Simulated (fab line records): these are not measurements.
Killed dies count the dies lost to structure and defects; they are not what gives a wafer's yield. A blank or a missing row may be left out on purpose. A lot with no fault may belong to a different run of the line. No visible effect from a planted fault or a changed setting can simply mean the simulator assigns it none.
Struck lot and sound lot, side by side :: flow n5-finfet :: 39 steps out of a route of 1938
Sound: the wafers L471.1, L471.2, L471.5. Struck: wafer L477.5 (left out: L477.1, a lot-mate that was not struck); the cause follows at the end.
Each step with rows lists, per side, the tool, then ch with its chambers, then its first start. Under that, the readings that differ: sound wafers :: struck wafers :: difference of the means :: sigmas: that difference in standard deviations of wafers without a fault.
alike: a reading whose means differ by less than 2 such deviations, as well as words and numbers matching on both sides. not compared: withheld readings; readings where some wafer has no value; bounds like >300 that might hide an equal value; numbers whose values overlap and for which the record gives no deviation.
A row with sigmas, a row that says differs or no value, or rows on one side alone: a step with any of these is where the two part. Non-overlapping numbers with no deviation appear without sigmas and do not part them. Lack of a reading on every wafer of one side parts them only where that side has two or more wafers.

first, 9 steps without rows for these wafers: N5_SDB_CMP_30 (polishes, stops on poly-Si, t overpolish 1.54 s, target thk 30 nm); N5_DUMMY_REMOVAL_HM_STRIP_01 (strips SiNx in CH3F/O2, stops on poly-Si, target depth 4 nm, time 6.8 s); N5_DUMMY_REMOVAL_STRIP_10 (strips in N2/H2, time 40 s); N5_DUMMY_REMOVAL_PRECLEAN_07 (cleans in dHF, time 30 s); N5_DUMMY_REMOVAL_DUMMY_REMOVE_02 (chemistry TMAH, target poly-Si, stops on SiO2, target depth 142 nm, time 57 s, rinse time 30 s); N5_DUMMY_REMOVAL_PRECLEAN_08 (cleans in NF3:NH3, afs cycles 2, time 20 s, sublimation time 60 s); N5_DUMMY_REMOVAL_PRECLEAN_04 (cleans in DHF, time 37 s); N5_DUMMY_REMOVAL_SRD_05 (time 30 s); N5_HKMG_FIN_IL_REGROW_00 (material SiO2, chemistry O3, target thk 0.75 nm, time 30 s).
N5_HKMG_FIN_HK_ALD_01: deposits HfO2, target thk 1.6 nm, pulse time 3 s, purge time 3 s.
  sound on ald-hk-02 ch 0,1,3, day 4 15:14; struck on ald-hk-02 ch 2, day 6 04:47
reading: ald-cycles
sound: 30 30 30
struck: 26
difference: -4
sigmas: 
  alike: precursor-pulse-height-rel
then, 26 steps without rows for these wafers: N5_HKMG_FIN_HK_ANNEAL_02 (time 30 s); N5_HKMG_FIN_ALD_74 (deposits La2O3, target thk 0.5 nm, pulse time 6 s, co reactant pulse time 1 s); N5_HKMG_FIN_ALD_75 (deposits Al2O3, target thk 1 nm, co reactant pulse time 1 s); N5_HKMG_FIN_COAT_41 (time 60 s, resist thk 300 nm); N5_HKMG_FIN_COAT_42 (time 60 s, resist thk 35 nm); N5_HKMG_FIN_COAT_43 (resist thk 90 nm); N5_HKMG_FIN_EBR_45; N5_HKMG_FIN_SOFTBAKE_44 (time 60 s); N5_HKMG_FIN_EXPOSE_46 (exposes mask NDIPOLE); N5_HKMG_FIN_PEB_47 (peb time 60 s); N5_HKMG_FIN_DEVELOP_48 (develop time 30 s); N5_HKMG_FIN_DESCUM_53 (chemistry O2, time 7.9 s); N5_HKMG_FIN_ETCH_54 (etches SiARC in CF4, target depth 45.5 nm, time 75.8 s); N5_HKMG_FIN_ETCH_55 (etches SOC in N2/H2, target depth 240 nm, time 300 s); N5_HKMG_FIN_STRIP_56 (strips in N2/H2); N5_HKMG_FIN_STRIP_57 (strips in CF4); N5_HKMG_FIN_ETCH_58 (etches SOC in N2/H2, target depth 215.8 nm, time 741 s); N5_HKMG_FIN_STRIP_93 (strips SOC in N2/H2, time 20 s); N5_HKMG_FIN_WET_ETCH_76 (etches Al2O3 in dNH4OH, stops on La2O3, target depth 2.25 nm, rinse time 30 s); N5_HKMG_FIN_STRIP_60 (strips in N2/H2, time 360 s); N5_HKMG_FIN_WET_ETCH_77 (etches La2O3 in dHCl, stops on HfO2, target depth 2 nm); N5_HKMG_FIN_WET_ETCH_78 (etches Al2O3 in dNH4OH, stops on La2O3, target depth 4.5 nm, rinse time 30 s); N5_HKMG_FIN_ALD_79 (deposits TiN, target thk 1.5 nm, pulse time 1 s, purge time 3 s); N5_HKMG_FIN_CVD_62 (deposits a-Si from Si2H6, target thk 3 nm, time 20.8 s); N5_HKMG_FIN_RTA_80 (time 2 s); N5_HKMG_FIN_PRECLEAN_64 (cleans in dHF, time 30 s).
N5_HKMG_FIN_THK_MEAS_70: measures by xrf.
  sound on film-metro-01 at day 4 18:40; struck on film-metro-02 at day 6 08:18
reading: HK_THK (nm)
sound: 1.578 1.603 1.587
struck: 1.347
difference: -0.242
sigmas: -11
-- record jumps: 5 days separate the struck wafers' starts on either side; left off in module HKMG_FIN, taken up again in module BEOL_M4, whose first shown step is the route's number 1111 --
N5_BEOL_M4_RC_MEAS_101:
  sound on prober-01 ch 0, day 8 10:38; struck on prober-01 ch 0, day 11 03:31
reading: DIBL_N (mV/V)
sound: 38.9 40.5 41.3
struck: 35.3
difference: -4.9
sigmas: -2

reading: DIBL_P (mV/V)
sound: 40.6 41.5 43.8
struck: 35.3
difference: -6.7
sigmas: -3

reading: EOT_N
sound: 10.58 10.56 10.49
struck: 10.04
difference: -0.50
sigmas: -5

reading: EOT_P
sound: 10.45 10.64 10.38
struck: 9.97
difference: -0.52
sigmas: -5

reading: IGATE_N (nA/um)
sound: 0.0121 0.0101 0.0134
struck: 0.0668
difference: +0.0549
sigmas: +24

reading: IGATE_P (nA/um)
sound: 0.0036 0.0030 0.0040
struck: 0.0190
difference: +0.0155
sigmas: +23

reading: IOFF_N (nA/um)
sound: 0.21 0.31 0.30
struck: 0.13
difference: -0.14
sigmas: -3

reading: IOFF_P (nA/um)
sound: 0.28 0.33 0.38
struck: 0.16
difference: -0.17
sigmas: -4

reading: SS_P (mV/dec)
sound: 74.6 74.5 74.9
struck: 73.0
difference: -1.7
sigmas: -2

reading: VT_N (mV)
sound: 247 242 242
struck: 252
difference: +8
sigmas: +2

reading: VT_P (mV)
sound: -247 -244 -243
struck: -257
difference: -12
sigmas: -3
  alike: ION_N, ION_P, SS_N
-- here the record skips 5 days between the struck wafers' starts before and after, leaving off in module BEOL_M4 and picking up in module PASSIVATION (first step shown: number 1936 of the route) --
N5_PASSIVATION_PROBE_49:
  sound on prober-01 at day 11 22:10; struck on prober-02 at day 16 06:37
reading: killed_at_M0_to_M3
sound: 44 42 69
struck: 27
difference: -25
sigmas: -3

reading: sort_bin_4_leakage (%)
sound: 0 0.42 0.08
struck: 66.44
difference: +66.27
sigmas: +99 or more

reading: sort-n-pass
sound: 1096 1087 1049
struck: 310
difference: -767
sigmas: -32

reading: sort-yield-pct (%)
sound: 92.9 92.1 88.9
struck: 26.3
difference: -65.0
sigmas: -32
  alike: defect-limited-yield, killed_at_M4_up, killed-at-contacts, killed-at-front-end, killed-at-other, killed-dies, killed-on-rim, killed-open, killed-short, sort_bin_5_function, sort_bin_6_memory

== WHERE THEY PART ==
Last at N5_PASSIVATION_PROBE_49 as far as this record goes, first at N5_HKMG_FIN_THK_MEAS_70.

WHY: the cause the simulator had injected
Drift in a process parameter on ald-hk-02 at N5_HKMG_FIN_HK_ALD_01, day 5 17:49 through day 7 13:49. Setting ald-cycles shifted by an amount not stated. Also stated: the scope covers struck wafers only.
